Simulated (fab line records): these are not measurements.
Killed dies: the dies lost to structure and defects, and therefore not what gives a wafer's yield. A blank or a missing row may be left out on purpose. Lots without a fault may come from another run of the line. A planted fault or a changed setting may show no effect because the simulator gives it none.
Split-lot trial | flow n5Finfet | route with 1938 steps; 7 lots, 39 wafers read

## THE SPLIT ITSELF
At N5_MOL_CONTACT_COAG_ETCHBACK_135 (etches SiO2 in CHF3, target depth 25 nm, time 16.7 s), the setting timeS was moved away from the recipe's 16.7 s on 18 of the 39 wafers read, by -22.5% to +24.0%. The other wafers ran this setting at the recipe's value.

The split's own step is where the reading is taken.

## THE READING
SOC_of_MOL_CONTACT_COAG_COAT_75.thkNm (the simulator's own value, which no gauge read), in nm, at N5_MOL_CONTACT_COAG_ETCHBACK_135 (etches SiO2 in CHF3, target depth 25 nm, time 16.7 s). There is no usual value for it anywhere in the file. Average 57.4 nm, standard deviation 0.17 nm, over the 21 wafers here run with the recipe.

wafer  | tool, chamber at the split | timeS as run, s | against the recipe | SOC_of_MOL_CONTACT_COAG_COAT_75.thkNm, nm | against lot-mates on the recipe
L075.1 | rieDiel-03, 2,2,3          | 19.66           | +17.7%             | 57                                        | -0.5
L075.4 | rieDiel-03, 2,2,3          | 19.66           | +17.7%             | 57                                        | -0.5
L075.5 | rieDiel-03, 2,2,3          | 19.66           | +17.7%             | 57                                        | -0.5
L075.2 | rieDiel-03, 0              | 16.7            | recipe             | 57.8                                      | -
L075.3 | rieDiel-03, 3,0            | 16.7            | recipe             | 57.4                                      | -
L075.6 | rieDiel-03, 3,0            | 16.7            | recipe             | 57.4                                      | -
L077.1 | rieDiel-02, 0,1            | 12.96           | -22.4%             | 58                                        | +0.7
L077.6 | rieDiel-02, 0,1            | 12.96           | -22.4%             | 58                                        | +0.7
L077.2 | rieDiel-02, 2              | 16.7            | recipe             | 57.4                                      | -
L077.5 | rieDiel-02, 2              | 16.7            | recipe             | 57.4                                      | -
L077.3 | rieDiel-02, 1              | 12.96           | -22.4%             | 58.2                                      | +0.9
L077.4 | rieDiel-02, 0              | 16.7            | recipe             | 57.2                                      | -
L078.1 | rieDiel-03, 0              | 16.7            | recipe             | 57.6                                      | -
L078.2 | rieDiel-03, 3              | 18.95           | +13.5%             | 57                                        | -0.5
L078.6 | rieDiel-03, 3              | 18.95           | +13.5%             | 57                                        | -0.5
L078.3 | rieDiel-03, 2              | 16.7            | recipe             | 57.4                                      | -
L078.5 | rieDiel-03, 2              | 16.7            | recipe             | 57.4                                      | -
L078.4 | rieDiel-03, 0              | 18.95           | +13.5%             | 57.4                                      | -0.1
L080.1 | rieDiel-02, 0              | 16.7            | recipe             | 57.4                                      | -
L080.6 | rieDiel-02, 0              | 16.7            | recipe             | 57.4                                      | -
L080.2 | rieDiel-02, 2,1            | 20.71           | +24.0%             | 57                                        | -0.5
L080.3 | rieDiel-02, 2,1            | 20.71           | +24.0%             | 57                                        | -0.5
L080.4 | rieDiel-02, 3              | 20.71           | +24.0%             | 56.8                                      | -0.7
L080.5 | rieDiel-02, 1              | 16.7            | recipe             | 57.6                                      | -
L082.2 | rieDiel-03, 3              | 16.7            | recipe             | 57.2                                      | -
L082.4 | rieDiel-03, 3              | 16.7            | recipe             | 57.4                                      | -
L082.6 | rieDiel-03, 1              | 16.7            | recipe             | 57.6                                      | -
L093.1 | rieDiel-03, 3,2            | 13.36           | -20.0%             | 58                                        | +0.5
L093.4 | rieDiel-03, 3,2            | 13.36           | -20.0%             | 58                                        | +0.5
L093.2 | rieDiel-03, 1,0            | 16.7            | recipe             | 57.6                                      | -
L093.3 | rieDiel-03, 1,0            | 16.7            | recipe             | 57.6                                      | -
L093.5 | rieDiel-03, 1              | 16.7            | recipe             | 57.4                                      | -
L093.6 | rieDiel-03, 2              | 13.36           | -20.0%             | 58.2                                      | +0.7
L094.1 | rieDiel-03, 3,0            | 16.7            | recipe             | 57.4                                      | -
L094.4 | rieDiel-03, 3,0            | 16.7            | recipe             | 57.4                                      | -
L094.2 | rieDiel-03, 2,1            | 12.94           | -22.5%             | 57.8                                      | +0.5
L094.3 | rieDiel-03, 2,1            | 12.94           | -22.5%             | 57.8                                      | +0.5
L094.5 | rieDiel-03, 3              | 12.94           | -22.5%             | 58                                        | +0.7
L094.6 | rieDiel-03, 0              | 16.7            | recipe             | 57                                        | -
Rows listing several chambers each stand for several wafers; the file does not say which wafer went through which chamber.

FIT RESULTS
A straight line over all 39 wafers: SOC_of_MOL_CONTACT_COAG_COAT_75.thkNm changes by -0.0243 nm for each +1% of timeS; r = -0.91; the points scatter about the line by 0.16 nm.
The same after taking each lot's own level away (the mean of its wafers on the recipe; 39 wafers): -0.0271 nm for each +1%; r = -0.94; scatter 0.14 nm.
On that fit, the largest move of timeS shifts the reading by 0.65 nm.
From 57.27 to 57.53 nm: that is the span of the lots' own levels, equal to 1.6 times the standard deviation above.
Thus the slope moves with the lot-to-lot level: the two fits are different.
Check: -0.655 nm against its lot-mates is what the line predicts for one of the wafers moved furthest among these (+24.0%) when that wafer is left out of the fit. Against them it came out at -0.467 nm.

## OTHER SPLITS ON THESE WAFERS
These wafers also went through other splits before the reading. Each is held against what the fit with the lots' levels taken away leaves over:
other split on the same wafers | wafers away from the commonest value | r with SOC_of_MOL_CONTACT_COAG_COAT_75.thkNm (lot level and that fit taken away)
N5_DUMMY_GATE_ETCH_37 sourceW  | 18                                   | -0.01
N5_DUMMY_GATE_ETCH_32 timeS    | 9                                    | -0.04
N5_SD_EPI_N_ETCH_35 timeS      | 18                                   | +0.15

## THE FILE'S OWN FIT
SOC_of_MOL_CONTACT_COAG_COAT_75.thkNm changes by -0.0271 nm for each +1% of timeS, r = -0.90.
